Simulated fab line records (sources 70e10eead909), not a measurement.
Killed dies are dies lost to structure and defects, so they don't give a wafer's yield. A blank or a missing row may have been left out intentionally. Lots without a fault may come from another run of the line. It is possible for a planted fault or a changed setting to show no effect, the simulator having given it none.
Chamber matching    flow nand harc    NHARC_A_SGD_CUT_ETCH_58 on rie diel-02 has 4 sister chambers
The step etches the open film in CF4, target depth 39 nm, time 65 s. 20 wafers are shown with their chamber, then 10 later ones without.

## WAFERS, EACH WITH ITS CHAMBER
wafer   chamber  showerhead plenum p Torr (Torr)  drypump motor current A (A)  rf vpp V (V)
L076.4  1        1.87                             6.37                         153.6
L076.5  0        1.79                             5.77                         153.1
L076.6  3        1.89                             6.12                         153.1
L078.2  1        1.87                             6.40                         149.9
L078.4  2        1.85                             6.02                         152.6
L078.6  1        1.87                             6.39                         151.1
L079.1  1        1.87                             6.39                         152.6
L079.3  2        1.85                             5.98                         151.9
L079.5  0        1.79                             5.81                         151.4
L082.1  1        1.87                             6.38                         153.5
L082.4  3        1.89                             6.10                         152.3
L082.6  2        1.85                             5.98                         152.1
L086.3  3        1.89                             6.10                         155.0
L086.4  2        1.85                             5.99                         152.1
L086.6  0        1.78                             5.83                         150.4
L085.1  3        1.89                             6.11                         152.4
L085.3  1        1.87                             6.39                         152.2
L085.5  0        1.78                             5.81                         150.6
L087.2  2        1.85                             6.00                         151.7
L087.4  0        1.78                             5.80                         151.4

SIGNATURES (means of the wafers above)
reading                   chamber 0  chamber 1  chamber 2  chamber 3  scatter within a chamber
showerhead plenum p Torr  1.7840     1.8700     1.8500     1.8900     0.00274
drypump motor current A   5.8040     6.3867     5.9940     6.1075     0.0155
rf vpp V                  151.380    152.150    152.080    153.200    1.12
Rule: for each reading, subtract the chamber's mean from the wafer's reading, divide by that reading's scatter and square the result; add these up over the readings and take the root, which gives the wafer's distance from the chamber. If the next closest chamber is less than 2 further off than the closest, the wafer can't be placed; otherwise it belongs to the closest. How the scatter is found: for the shown wafers, subtract from each reading the mean of its chamber, square and add these, divide the total by (wafers less chambers), then take the root.

## WAFERS MISSING THEIR CHAMBER
wafer   showerhead plenum p Torr (Torr)  drypump motor current A (A)  rf vpp V (V)
L087.6  1.85                             5.99                         152.0
L089.2  1.78                             5.82                         150.0
L089.3  1.86                             6.38                         152.1
L089.5  1.85                             5.96                         151.5
L090.1  1.86                             6.37                         153.0
L090.2  1.78                             5.79                         153.0
L090.6  1.85                             6.00                         150.4
L092.4  1.86                             6.35                         151.7
L092.5  1.78                             5.80                         151.3
L092.6  1.89                             6.10                         151.7

## WHICH CHAMBER EACH ONE RAN IN
wafer   from the rows above  in truth
L087.6  2                    2
L089.2  0                    0
L089.3  1                    1
L089.5  2                    2
L090.1  1                    1
L090.2  0                    0
L090.6  2                    2
L092.4  1                    1
L092.5  0                    0
L092.6  3                    3
Placed correctly: 10 of 10. Left unplaced by these rows: 0. Placed wrongly: 0.
